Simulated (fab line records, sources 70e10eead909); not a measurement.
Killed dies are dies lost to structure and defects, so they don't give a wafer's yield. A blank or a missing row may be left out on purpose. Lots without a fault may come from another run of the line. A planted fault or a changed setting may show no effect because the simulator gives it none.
Chamber matching | flow nand_harc | NHARC_P_M0_ETCH_34 on rie_diel-09: 4 sister chambers
The step etches the open film in N2/H2, target depth 40 nm, overetch 12 nm, time 43.94 s. 42 wafers are shown with their chamber, then 12 later ones without.

WAFERS WITH THEIR CHAMBER
wafer  | chamber | drypump_motor_current_A (A) | showerhead_plenum_p_Torr (Torr) | rf_vpp_V (V)
L074.1 | 1       | 5.6                         | 2.17                            | 433.3
L074.3 | 2       | 6.3                         | 2.09                            | 433.2
L074.6 | 0       | 6.4                         | 1.95                            | 429.3
L076.2 | 3       | 5.7                         | 1.90                            | 426.1
L076.3 | 2       | 6.3                         | 2.09                            | 431.2
L076.4 | 1       | 5.6                         | 2.17                            | 434.6
L075.3 | 1       | 5.6                         | 2.17                            | 433.9
L075.5 | 0       | 6.4                         | 1.95                            | 428.8
L075.6 | 3       | 5.7                         | 1.90                            | 427.4
L077.3 | 3       | 5.7                         | 1.90                            | 426.6
L077.4 | 2       | 6.3                         | 2.09                            | 431.8
L077.5 | 3       | 5.7                         | 1.90                            | 426.2
L078.2 | 1       | 5.6                         | 2.17                            | 433.1
L078.3 | 3       | 5.7                         | 1.90                            | 426.9
L078.6 | 2       | 6.3                         | 2.09                            | 432.3
L079.1 | 0       | 6.4                         | 1.95                            | 427.4
L079.2 | 1       | 5.6                         | 2.17                            | 432.7
L079.6 | 2       | 6.3                         | 2.09                            | 431.8
L083.2 | 3       | 5.7                         | 1.90                            | 426.5
L083.4 | 2       | 6.3                         | 2.09                            | 431.5
L083.6 | 3       | 5.7                         | 1.90                            | 427.1
L084.3 | 3       | 5.6                         | 1.90                            | 426.8
L084.4 | 2       | 6.3                         | 2.08                            | 431.6
L084.5 | 2       | 6.3                         | 2.08                            | 432.2
L085.1 | 2       | 6.3                         | 2.08                            | 432.1
L085.4 | 0       | 6.4                         | 1.94                            | 427.7
L085.5 | 1       | 5.6                         | 2.16                            | 433.5
L087.2 | 3       | 5.7                         | 1.90                            | 428.0
L087.3 | 1       | 5.6                         | 2.16                            | 434.5
L087.4 | 2       | 6.3                         | 2.08                            | 431.2
L088.3 | 1       | 5.6                         | 2.16                            | 434.3
L088.4 | 3       | 5.7                         | 1.89                            | 426.0
L088.6 | 3       | 5.7                         | 1.89                            | 427.0
L089.4 | 2       | 6.4                         | 2.08                            | 431.3
L089.5 | 1       | 5.6                         | 2.16                            | 433.5
L089.6 | 2       | 6.4                         | 2.08                            | 431.7
L091.2 | 3       | 5.7                         | 1.89                            | 427.2
L091.3 | 1       | 5.6                         | 2.16                            | 431.4
L091.5 | 3       | 5.7                         | 1.89                            | 427.8
L090.1 | 1       | 5.6                         | 2.16                            | 434.1
L090.4 | 0       | 6.4                         | 1.94                            | 427.0
L090.6 | 3       | 5.7                         | 1.89                            | 427.9

SIGNATURES (means of the wafers above)
reading                  | chamber 0 | chamber 1 | chamber 2 | chamber 3 | scatter within a chamber
drypump_motor_current_A  | 6.400     | 5.600     | 6.317     | 5.693     | 0.0261
showerhead_plenum_p_Torr | 1.9460    | 2.1645    | 2.0850    | 1.8964    | 0.00517
rf_vpp_V                 | 428.040   | 433.536   | 431.825   | 426.964   | 0.752
Rule: a wafer's distance from a chamber is the root of the sum, over the readings, of the square of ((its reading less the chamber's mean) divided by the reading's scatter). The wafer belongs to the nearest chamber; if the next one is less than 2 further off, it can't be placed. The scatter: the root of (the sum of the squares of (reading less its chamber's mean) over the shown wafers, divided by (wafers less chambers)).

WAFERS WITHOUT THEIR CHAMBER
wafer  | drypump_motor_current_A (A) | showerhead_plenum_p_Torr (Torr) | rf_vpp_V (V)
L092.3 | 5.7                         | 1.89                            | 427.5
L092.4 | 6.3                         | 2.08                            | 432.7
L092.5 | 5.7                         | 1.89                            | 426.3
L093.1 | 5.6                         | 2.16                            | 435.4
L093.2 | 5.7                         | 1.89                            | 426.0
L093.3 | 6.3                         | 2.08                            | 431.8
L095.3 | 5.6                         | 2.16                            | 433.9
L095.5 | 6.3                         | 2.08                            | 432.7
L095.6 | 5.6                         | 2.16                            | 434.7
L097.3 | 6.4                         | 1.94                            | 429.0
L097.5 | 5.6                         | 2.16                            | 433.5
L097.6 | 6.4                         | 1.94                            | 427.5

WHICH CHAMBER EACH WENT THROUGH
wafer  | from the rows above | in truth
L092.3 | 3                   | 3
L092.4 | 2                   | 2
L092.5 | 3                   | 3
L093.1 | 1                   | 1
L093.2 | 3                   | 3
L093.3 | 2                   | 2
L095.3 | 1                   | 1
L095.5 | 2                   | 2
L095.6 | 1                   | 1
L097.3 | 0                   | 0
L097.5 | 1                   | 1
L097.6 | 0                   | 0
Placed correctly: 12 of 12. Can't be placed from these rows: 0. Placed wrongly: 0.
